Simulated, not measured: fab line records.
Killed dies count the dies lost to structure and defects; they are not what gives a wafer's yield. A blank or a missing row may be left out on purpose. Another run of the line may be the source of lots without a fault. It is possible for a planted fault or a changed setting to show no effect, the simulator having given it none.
The tool behind it: which one? || flow n5 finfet || Sampling: 9 lots, 26 wafers, 6 of 1938 route steps

## WHAT THE GAUGES READ, wafer by wafer
N5_BEOL_M4_RC_MEAS_101. Usual: DIBL_N 36.2 mV/V, standard deviation 1.4; DIBL_P 36.1 mV/V, standard deviation 1.5; IOFF_N 0.153 nA/um, standard deviation 0.02; IOFF_P 0.215 nA/um, standard deviation 0.03; ION_N 672 uA/um, standard deviation 8.6; ION_P 463 uA/um, standard deviation 6.8; SS_N 71.5 mV/dec, standard deviation 0.47; SS_P 73.3 mV/dec, standard deviation 0.57; VT_N 250.6 mV, standard deviation 2.4; VT_P -249 mV, standard deviation 3.2.
{"lot": "L280", "measured": "day 8 07:58", "on": "prober-01", "DIBL_N (mV/V)": "38.6 38.9 37.4", "DIBL_P (mV/V)": "38.4 38.0 36.7", "IOFF_N (nA/um)": "0.186 0.179 0.161", "IOFF_P (nA/um)": "0.248 0.249 0.224", "ION_N (uA/um)": "673 676 667", "ION_P (uA/um)": "464 461 457", "SS_N (mV/dec)": "71.8 73.0 72.1", "SS_P (mV/dec)": "74.6 73.8 73.5", "VT_N (mV)": "246.8 248.2 249.3", "VT_P (mV)": "-245 -247 -250", "flag": ""}
{"lot": "L282", "measured": "day 8 22:47", "on": "prober-01", "DIBL_N (mV/V)": "36.2 37.4 36.5", "DIBL_P (mV/V)": "35.4 36.6 35.7", "IOFF_N (nA/um)": "0.146 0.162 0.148", "IOFF_P (nA/um)": "0.181 0.185 0.171", "ION_N (uA/um)": "666 672 667", "ION_P (uA/um)": "456 455 447", "SS_N (mV/dec)": "71.9 71.7 71.5", "SS_P (mV/dec)": "73.4 74.1 73.5", "VT_N (mV)": "249.2 252.6 253.0", "VT_P (mV)": "-255 -255 -255", "flag": ""}
{"lot": "L287", "measured": "day 9 22:13", "on": "prober-01", "DIBL_N (mV/V)": "35.6 34.5 36.8", "DIBL_P (mV/V)": "37.4 36.0 39.1", "IOFF_N (nA/um)": "0.153 0.135 0.185", "IOFF_P (nA/um)": "0.196 0.181 0.229", "ION_N (uA/um)": "662 667 685", "ION_P (uA/um)": "455 455 465", "SS_N (mV/dec)": "70.7 71.2 72.3", "SS_P (mV/dec)": "72.7 72.0 73.3", "VT_N (mV)": "250.1 251.2 245.4", "VT_P (mV)": "-252 -253 -249", "flag": ""}
{"lot": "L286", "measured": "day 10 03:40", "on": "prober-02", "DIBL_N (mV/V)": "34.9 36.1 35.3", "DIBL_P (mV/V)": "36.3 37.6 36.3", "IOFF_N (nA/um)": "0.130 0.150 0.134", "IOFF_P (nA/um)": "0.186 0.212 0.204", "ION_N (uA/um)": "673 668 673", "ION_P (uA/um)": "461 463 467", "SS_N (mV/dec)": "71.5 71.2 71.8", "SS_P (mV/dec)": "73.1 73.0 73.3", "VT_N (mV)": "254.1 250.0 253.3", "VT_P (mV)": "-253 -251 -251", "flag": ""}
{"lot": "L291", "measured": "day 11 04:24", "on": "prober-02", "DIBL_N (mV/V)": "37.3 36.6 38.5", "DIBL_P (mV/V)": "38.1 36.3 38.9", "IOFF_N (nA/um)": "0.159 0.147 0.178", "IOFF_P (nA/um)": "0.210 0.189 0.222", "ION_N (uA/um)": "678 674 682", "ION_P (uA/um)": "461 458 457", "SS_N (mV/dec)": "71.6 70.8 71.1", "SS_P (mV/dec)": "73.9 73.4 74.0", "VT_N (mV)": "249.5 253.1 247.0", "VT_P (mV)": "-250 -251 -251", "flag": ""}
{"lot": "L295", "measured": "day 12 01:34", "on": "prober-01", "DIBL_N (mV/V)": "35.1 36.4 36.7", "DIBL_P (mV/V)": "35.4 36.6 36.7", "IOFF_N (nA/um)": "0.147 0.162 0.179", "IOFF_P (nA/um)": "0.227 0.255 0.257", "ION_N (uA/um)": "675 664 673", "ION_P (uA/um)": "465 462 465", "SS_N (mV/dec)": "71.9 71.5 72.6", "SS_P (mV/dec)": "73.4 74.4 73.9", "VT_N (mV)": "252.7 251.6 250.0", "VT_P (mV)": "-247 -245 -244", "flag": ""}
{"lot": "L298", "measured": "day 12 23:07", "on": "prober-02", "DIBL_N (mV/V)": "33.4 34.2 37.0", "DIBL_P (mV/V)": "33.3 34.3 37.3", "IOFF_N (nA/um)": "0.105 0.113 0.147", "IOFF_P (nA/um)": "0.157 0.175 0.210", "ION_N (uA/um)": "659 652 681", "ION_P (uA/um)": "456 451 467", "SS_N (mV/dec)": "71.1 71.2 71.7", "SS_P (mV/dec)": "72.7 72.6 73.5", "VT_N (mV)": "254.6 254.2 253.8", "VT_P (mV)": "-255 -251 -250", "flag": ""}
{"lot": "L299", "measured": "day 13 09:07", "on": "prober-02", "DIBL_N (mV/V)": "36.7 37.6", "DIBL_P (mV/V)": "37.1 37.5", "IOFF_N (nA/um)": "0.156 0.176", "IOFF_P (nA/um)": "0.239 0.252", "ION_N (uA/um)": "683 693", "ION_P (uA/um)": "472 475", "SS_N (mV/dec)": "70.9 71.9", "SS_P (mV/dec)": "73.3 73.3", "VT_N (mV)": "252.4 249.7", "VT_P (mV)": "-248 -246", "flag": ""}
{"lot": "L301", "measured": "day 13 14:23", "on": "prober-01", "DIBL_N (mV/V)": "34.1 36.1 35.6", "DIBL_P (mV/V)": "35.2 37.2 36.6", "IOFF_N (nA/um)": "0.146 0.166 0.160", "IOFF_P (nA/um)": "0.200 0.217 0.213", "ION_N (uA/um)": "676 667 676", "ION_P (uA/um)": "467 462 461", "SS_N (mV/dec)": "70.4 71.7 71.5", "SS_P (mV/dec)": "73.2 73.4 73.7", "VT_N (mV)": "249.4 249.0 250.4", "VT_P (mV)": "-249 -247 -251", "flag": ""}

N5_BEOL_M10_THK_MEAS_53: measures by xrf. Usual: M10_THK gives 139.1 nm (standard deviation 2.1).
{"lot": "L280", "measured": "day 10 10:04", "on": "film metro-01", "M10_THK (nm)": "140.9 140.8 140.7", "flag": ""}
{"lot": "L282", "measured": "day 11 03:40", "on": "film metro-01", "M10_THK (nm)": "138.1 139.9 138.5", "flag": ""}
{"lot": "L287", "measured": "day 12 02:41", "on": "film metro-01", "M10_THK (nm)": "137.4 139.6 140.8", "flag": ""}
{"lot": "L286", "measured": "day 12 08:14", "on": "film metro-02", "M10_THK (nm)": "138.9 141.8 140.7", "flag": ""}
{"lot": "L291", "measured": "day 13 06:32", "on": "film metro-02", "M10_THK (nm)": "139.7 137.0 140.6", "flag": ""}
{"lot": "L295", "measured": "day 14 06:55", "on": "film metro-02", "M10_THK (nm)": "138.5 139.6 142.1", "flag": ""}
{"lot": "L298", "measured": "day 15 03:34", "on": "film metro-02", "M10_THK (nm)": "139.6 251.7 265.7", "flag": "OFF"}
{"lot": "L299", "measured": "day 15 10:30", "on": "film metro-02", "M10_THK (nm)": "140.4 262.7", "flag": "OFF"}
{"lot": "L301", "measured": "day 15 14:29", "on": "film metro-02", "M10_THK (nm)": "134.2 138.4 137.3", "flag": ""}

N5_BEOL_M10_INSPECT_58: inspects for defects (darkfield). Usual: raw defect count 70, standard deviation 21.
{"lot": "L280", "measured": "day 10 10:16", "on": "defect inspect-02", "raw defect count": "46 67 82", "flag": ""}
{"lot": "L282", "measured": "day 11 03:50", "on": "defect inspect-01", "raw defect count": "126 84 63", "flag": ""}
{"lot": "L287", "measured": "day 12 02:50", "on": "defect inspect-01", "raw defect count": "73 81 83", "flag": ""}
{"lot": "L286", "measured": "day 12 08:24", "on": "defect inspect-01", "raw defect count": "93 99 86", "flag": ""}
{"lot": "L291", "measured": "day 13 06:43", "on": "defect inspect-02", "raw defect count": "73 68 47", "flag": ""}
{"lot": "L295", "measured": "day 14 07:04", "on": "defect inspect-02", "raw defect count": "85 82 50", "flag": ""}
{"lot": "L298", "measured": "day 15 03:44", "on": "defect inspect-02", "raw defect count": "75 2229 2225", "flag": "OFF"}
{"lot": "L299", "measured": "day 15 10:40", "on": "defect inspect-01", "raw defect count": "75 2303", "flag": "OFF"}
{"lot": "L301", "measured": "day 15 14:39", "on": "defect inspect-02", "raw defect count": "53 88 76", "flag": ""}

## TOOL THAT RAN EACH LOT (tool first, then ch and the chambers of the sampled wafers, then the start)
{"lot": "L280", "N5_BEOL_M10_ETCH_41": "rie diel-04 ch 0,2,3, day 10 09:31 or earlier", "N5_BEOL_M10_ANNEAL_51": "rtp anneal-02 ch 0, day 10 09:31", "N5_BEOL_M10_CMP_52": "cmp-01 ch 1,3, day 10 09:49"}
{"lot": "L282", "N5_BEOL_M10_ETCH_41": "rie diel-04 ch 0,2, day 11 03:05 or earlier", "N5_BEOL_M10_ANNEAL_51": "rtp anneal-02 ch 0, day 11 03:05", "N5_BEOL_M10_CMP_52": "cmp-04 ch 0,1, day 11 03:23"}
{"lot": "L287", "N5_BEOL_M10_ETCH_41": "rie diel-03 ch 0,2,3, day 12 02:11 or earlier", "N5_BEOL_M10_ANNEAL_51": "rtp anneal-02 ch 0, day 12 02:11", "N5_BEOL_M10_CMP_52": "cmp-04 ch 1,2,3, day 12 02:28"}
{"lot": "L286", "N5_BEOL_M10_ETCH_41": "rie diel-04 ch 0,1, day 12 07:39 or earlier", "N5_BEOL_M10_ANNEAL_51": "rtp anneal-01 ch 0, day 12 07:39", "N5_BEOL_M10_CMP_52": "cmp-02 ch 0,1,3, day 12 07:59"}
{"lot": "L291", "N5_BEOL_M10_ETCH_41": "rie diel-02 ch 1,2,3, day 13 05:57 or earlier", "N5_BEOL_M10_ANNEAL_51": "rtp anneal-02 ch 0, day 13 05:57", "N5_BEOL_M10_CMP_52": "cmp-01 ch 1,2,3, day 13 06:17"}
{"lot": "L295", "N5_BEOL_M10_ETCH_41": "rie diel-04 ch 0,1,2, day 14 06:19 or earlier", "N5_BEOL_M10_ANNEAL_51": "rtp anneal-02 ch 0, day 14 06:19", "N5_BEOL_M10_CMP_52": "cmp-01 ch 0,1,2, day 14 06:37"}
{"lot": "L298", "N5_BEOL_M10_ETCH_41": "rie diel-04 ch 0,1,2, day 15 03:02 or earlier", "N5_BEOL_M10_ANNEAL_51": "rtp anneal-01 ch 0, day 15 03:02", "N5_BEOL_M10_CMP_52": "cmp-01 ch 1,2,3, day 15 03:20"}
{"lot": "L299", "N5_BEOL_M10_ETCH_41": "rie diel-03 ch 0,2, day 15 09:55 or earlier", "N5_BEOL_M10_ANNEAL_51": "rtp anneal-02 ch 0, day 15 09:55", "N5_BEOL_M10_CMP_52": "cmp-01 ch 1,2, day 15 10:15"}
{"lot": "L301", "N5_BEOL_M10_ETCH_41": "rie diel-02 ch 0,3, day 15 13:57 or earlier", "N5_BEOL_M10_ANNEAL_51": "rtp anneal-01 ch 0, day 15 13:57", "N5_BEOL_M10_CMP_52": "cmp-04 ch 1,2,3, day 15 14:12"}
- N5_BEOL_M10_ETCH_41: etches SiCN in CH3F/O2, target depth 42.6 nm, time 86 s.
- N5_BEOL_M10_ANNEAL_51: time 90 s.
- N5_BEOL_M10_CMP_52: polishes, stops on SiCOH lowk, t overpolish 7 s, target thk 140 nm.

## AS READ BY THE TOOLS THEMSELVES (means over the sampled wafers that have a number; for cases with no such wafer, the mark the record gives instead)
N5_BEOL_M10_ETCH_41. Usual: drypump motor current A 5.6 A, standard deviation 0.55; oes product au 0.80 a.u., standard deviation 0.07; rf fwd power W 392.4 W, standard deviation 1.4; rf vpp V 297.8 V, standard deviation 1.5; showerhead plenum p Torr 2.02 Torr, standard deviation 0.062; throttle valve pct 16.26 %, standard deviation 0.21.
{"lot": "L280", "tool": "rie diel-04", "drypump motor current A (A)": 5.6, "oes product au (a.u.)": 0.85, "rf fwd power W (W)": 391.6, "rf vpp V (V)": 298.0, "showerhead plenum p Torr (Torr)": 2.02, "throttle valve pct (%)": 16.22, "flag": ""}
{"lot": "L282", "tool": "rie diel-04", "drypump motor current A (A)": 5.7, "oes product au (a.u.)": 0.82, "rf fwd power W (W)": 392.6, "rf vpp V (V)": 296.3, "showerhead plenum p Torr (Torr)": 1.99, "throttle valve pct (%)": 16.32, "flag": ""}
{"lot": "L287", "tool": "rie diel-03", "drypump motor current A (A)": 5.4, "oes product au (a.u.)": 0.81, "rf fwd power W (W)": 394.1, "rf vpp V (V)": 298.0, "showerhead plenum p Torr (Torr)": 2.01, "throttle valve pct (%)": 16.21, "flag": ""}
{"lot": "L286", "tool": "rie diel-04", "drypump motor current A (A)": 6.3, "oes product au (a.u.)": 0.77, "rf fwd power W (W)": 392.7, "rf vpp V (V)": 297.9, "showerhead plenum p Torr (Torr)": 2.03, "throttle valve pct (%)": 16.51, "flag": ""}
{"lot": "L291", "tool": "rie diel-02", "drypump motor current A (A)": 5.0, "oes product au (a.u.)": 0.78, "rf fwd power W (W)": 392.0, "rf vpp V (V)": 297.9, "showerhead plenum p Torr (Torr)": 1.98, "throttle valve pct (%)": 16.25, "flag": ""}
{"lot": "L295", "tool": "rie diel-04", "drypump motor current A (A)": 6.0, "oes product au (a.u.)": 0.77, "rf fwd power W (W)": 392.9, "rf vpp V (V)": 297.4, "showerhead plenum p Torr (Torr)": 2.00, "throttle valve pct (%)": 16.47, "flag": ""}
{"lot": "L298", "tool": "rie diel-04", "drypump motor current A (A)": 6.0, "oes product au (a.u.)": 0.75, "rf fwd power W (W)": 393.9, "rf vpp V (V)": 297.4, "showerhead plenum p Torr (Torr)": 2.00, "throttle valve pct (%)": 16.47, "flag": ""}
{"lot": "L299", "tool": "rie diel-03", "drypump motor current A (A)": 5.7, "oes product au (a.u.)": 0.81, "rf fwd power W (W)": 392.4, "rf vpp V (V)": 298.0, "showerhead plenum p Torr (Torr)": 2.01, "throttle valve pct (%)": 16.16, "flag": ""}
{"lot": "L301", "tool": "rie diel-02", "drypump motor current A (A)": 5.2, "oes product au (a.u.)": 0.74, "rf fwd power W (W)": 391.9, "rf vpp V (V)": 297.6, "showerhead plenum p Torr (Torr)": 2.02, "throttle valve pct (%)": 16.38, "flag": ""}

N5_BEOL_M10_ANNEAL_51. Usual: wafer_temp_C_max 226.16, standard deviation 0.28.
{"lot": "L280", "tool": "rtp anneal-02", "wafer_temp_C_max": 226.10, "flag": ""}
{"lot": "L282", "tool": "rtp anneal-02", "wafer_temp_C_max": 226.48, "flag": ""}
{"lot": "L287", "tool": "rtp anneal-02", "wafer_temp_C_max": 226.18, "flag": ""}
{"lot": "L286", "tool": "rtp anneal-01", "wafer_temp_C_max": 226.04, "flag": ""}
{"lot": "L291", "tool": "rtp anneal-02", "wafer_temp_C_max": 226.52, "flag": ""}
{"lot": "L295", "tool": "rtp anneal-02", "wafer_temp_C_max": 226.23, "flag": ""}
{"lot": "L298", "tool": "rtp anneal-01", "wafer_temp_C_max": 225.99, "flag": ""}
{"lot": "L299", "tool": "rtp anneal-02", "wafer_temp_C_max": 226.09, "flag": ""}
{"lot": "L301", "tool": "rtp anneal-01", "wafer_temp_C_max": 225.96, "flag": ""}

N5_BEOL_M10_CMP_52. Usual: barrier field endpoint s 29.1 s, standard deviation 0.65; clearing platen down force psi 1.5000 psi, standard deviation 0.0029; motor current A 6.1 A, standard deviation 0.79; overpolish run s 7.001 s, standard deviation 0.0086; time to endpoint s 66.1 s, standard deviation 2.5.
{"lot": "L280", "tool": "cmp-01", "barrier field endpoint s (s)": 28.7, "clearing platen down force psi (psi)": 1.5007, "motor current A (A)": 6.6, "overpolish run s (s)": 7.007, "time to endpoint s (s)": 66.6, "flag": ""}
{"lot": "L282", "tool": "cmp-04", "barrier field endpoint s (s)": 28.5, "clearing platen down force psi (psi)": 1.5011, "motor current A (A)": 5.7, "overpolish run s (s)": 7.007, "time to endpoint s (s)": 65.3, "flag": ""}
{"lot": "L287", "tool": "cmp-04", "barrier field endpoint s (s)": 29.2, "clearing platen down force psi (psi)": 1.4996, "motor current A (A)": 6.1, "overpolish run s (s)": 6.995, "time to endpoint s (s)": 65.0, "flag": ""}
{"lot": "L286", "tool": "cmp-02", "barrier field endpoint s (s)": 29.4, "clearing platen down force psi (psi)": 1.5031, "motor current A (A)": 6.3, "overpolish run s (s)": 6.996, "time to endpoint s (s)": 66.6, "flag": ""}
{"lot": "L291", "tool": "cmp-01", "barrier field endpoint s (s)": 29.4, "clearing platen down force psi (psi)": 1.4990, "motor current A (A)": 6.6, "overpolish run s (s)": 6.995, "time to endpoint s (s)": 66.1, "flag": ""}
{"lot": "L295", "tool": "cmp-01", "barrier field endpoint s (s)": 29.4, "clearing platen down force psi (psi)": 1.5011, "motor current A (A)": 6.6, "overpolish run s (s)": 6.995, "time to endpoint s (s)": 66.1, "flag": ""}
{"lot": "L298", "tool": "cmp-01", "barrier field endpoint s (s)": 41.1, "clearing platen down force psi (psi)": 1.5000, "motor current A (A)": 6.4, "overpolish run s (s)": 2.363, "time to endpoint s (s)": 79.3, "flag": "OFF"}
{"lot": "L299", "tool": "cmp-01", "barrier field endpoint s (s)": 38.1, "clearing platen down force psi (psi)": 1.4989, "motor current A (A)": 6.9, "overpolish run s (s)": 3.522, "time to endpoint s (s)": 77.0, "flag": "OFF"}
{"lot": "L301", "tool": "cmp-04", "barrier field endpoint s (s)": 28.7, "clearing platen down force psi (psi)": 1.4990, "motor current A (A)": 6.0, "overpolish run s (s)": 7.001, "time to endpoint s (s)": 65.4, "flag": ""}

## THE ANSWER, worked out from the rows above alone
Rule: take the mean of a lot's wafers that have a number; if it is more than 3 standard deviations from the usual mean, the lot is off. Also off: a lot with no number at a reading for which 4 or more lots have one. All remaining lots with rows at the step are treated as sound. First the gauges in route order, then the tools' own readings, where a lot's mean is used as printed above. The first step at which some lot is off is used, and at that step the reading that is off furthest; a lot without a number counts as furthest.
Off: at N5_BEOL_M10_THK_MEAS_53 (M10_THK), L298, L299.
If a tool, at a process step before that reading, ran all the lots that are off and no sound lot after the first of them, it fits. Not tried: the gauges at N5_BEOL_M10_THK_MEAS_53; whatever is off there is also off at N5_BEOL_M10_INSPECT_58, on other tools, and gauge error can't account for it. Because N5_BEOL_M10_ETCH_41 lacks a start for some lots, the hours and order of its lots are taken from N5_BEOL_M10_ANNEAL_51. One candidate fits, namely cmp-01 at N5_BEOL_M10_CMP_52. Its last sound lot is L295 (day 14 06:37), its first lot that is off L298 (day 15 03:20): a fault that began between those two fits.
The tool's own readings at N5_BEOL_M10_CMP_52 bear it out: on the lots that are off they differ by more than 5 times the standard deviation of the sound lots' means. barrier field endpoint s reads 39.6 s there against 29.0 s on the sound lots; overpolish run s reads 2.942 s there against 6.999 s on the sound lots; time to endpoint s reads 78.2 s there against 65.9 s on the sound lots.

## WHAT THE SIMULATOR HAD INSERTED
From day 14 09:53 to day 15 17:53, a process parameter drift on cmp-01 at N5_BEOL_M10_CMP_52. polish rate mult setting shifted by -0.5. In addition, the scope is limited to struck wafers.
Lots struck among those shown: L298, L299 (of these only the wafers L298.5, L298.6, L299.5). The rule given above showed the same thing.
